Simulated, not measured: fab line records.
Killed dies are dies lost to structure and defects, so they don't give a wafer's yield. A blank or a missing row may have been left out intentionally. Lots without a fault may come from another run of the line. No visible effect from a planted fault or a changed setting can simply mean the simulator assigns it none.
One fault through the eyes of 2 desks :: flow nandHarc :: what lay behind the numbers comes last; until then each desk has only its own

THE METROLOGY DESK
Means of the sampled wafers that have a number, per lot and without regard to the tool the lot ran on: this is what the gauges read. The brackets show how far a lot's mean lies from the usual mean; more than 4 standard deviations puts the lot out of limits, marked OUT.
Columns: A = cdNm at NHARC_THIN_TSV_CD_MEAS_16, usual 999.0 nm; B = cdNm at NHARC_THIN_TSV_CD_MEAS_33, usual 5000.8 nm
lot: L807
first seen here: day 23 10:59
A: 1001.1
B: 4998.2

lot: L810
first seen here: day 24 12:49
A: 999.1
B: 5001.3

lot: L809
first seen here: day 24 20:18
A: 1000.6
B: 5000.6

lot: L811
first seen here: day 25 09:31
A: 998.7
B: 5003.8

lot: L812
first seen here: day 26 04:08
A: 998.2
B: 5000.6

lot: L814
first seen here: day 26 10:58
A: 997.0
B: 5001.9

lot: L813
first seen here: day 26 15:23
A: 998.3
B: 4997.9

lot: L816
first seen here: day 27 00:02
A: 1000.8
B: 4999.1

lot: L815
first seen here: day 27 01:09
A: 997.7
B: 5001.1

lot: L818
first seen here: day 27 20:28
A: 1000.4
B: 5001.0

lot: L823
first seen here: day 30 10:14
A: 998.2
B: 5000.5

lot: L827
first seen here: day 32 13:05
A: 998.6
B: 4999.7

lot: L828
first seen here: day 32 17:43
A: 998.5
B: 4999.4
Result from this desk: across the 13 lots, nothing is out of limits.

DESK OF THE TOOL OWNER: rieMetal-02
The tool's own readings at NHARC_THIN_TSV_ETCH_36 (etches the open film in Cl2/BCl3, target depth 65 nm, time 18.571 s): means of the sampled wafers that have a number, for each lot that ran on this tool. The brackets show how far a lot's mean lies from the usual mean; more than 4 standard deviations puts the lot out of limits, marked OUT.
Columns: A = drypumpMotorCurrentA at NHARC_THIN_TSV_ETCH_36, usual 6.1 A; B = oesProductAu at NHARC_THIN_TSV_ETCH_36, usual 1.000 a.u.; C = runLengthS at NHARC_THIN_TSV_ETCH_36, usual 39.6 s
lot: L807
first seen here: day 23 16:21
A: 6.5
B: 1.016
C: 39.1

lot: L810
first seen here: day 24 18:17
A: 6.6
B: 1.007
C: 39.7

lot: L809
first seen here: day 25 01:49
A: 6.5
B: 1.001
C: 39.1

lot: L814
first seen here: day 26 16:28
A: 6.5
B: 1.001
C: 39.4

lot: L816
first seen here: day 27 05:41
A: 6.5
B: 1.003
C: 39.1

lot: L827
first seen here: day 32 18:34
A: 6.6
B: 0.997
C: 38.0 (-4.1) OUT

lot: L828
first seen here: day 32 23:16
A: 6.6
B: 1.010
C: 37.7 (-4.7) OUT
This desk's verdict: out of limits on L827, L828, starting with L827 at day 32 18:34 (runLengthS at NHARC_THIN_TSV_ETCH_36). L807, L810, L809, L814, L816 stayed within limits.

TAKEN TOGETHER
The tool owner's desk could have raised an alarm at day 32 18:34, on L827, L828.
The metrology desk saw nothing out of limits.
The metrology desk has L827, L828 on record, within its limits.
NHARC_THIN_TSV_ETCH_36 was run on rieMetal-02 by each of the lots named.

WHAT WAS PUT IN BY THE SIMULATOR
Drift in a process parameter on rieMetal-02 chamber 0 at NHARC_THIN_TSV_ETCH_36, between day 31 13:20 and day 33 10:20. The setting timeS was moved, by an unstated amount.
Lots struck among those shown: L827, L828.
Time in hours from fault onset to the first out-of-limits reading at each desk: the tool owner's desk, 29.
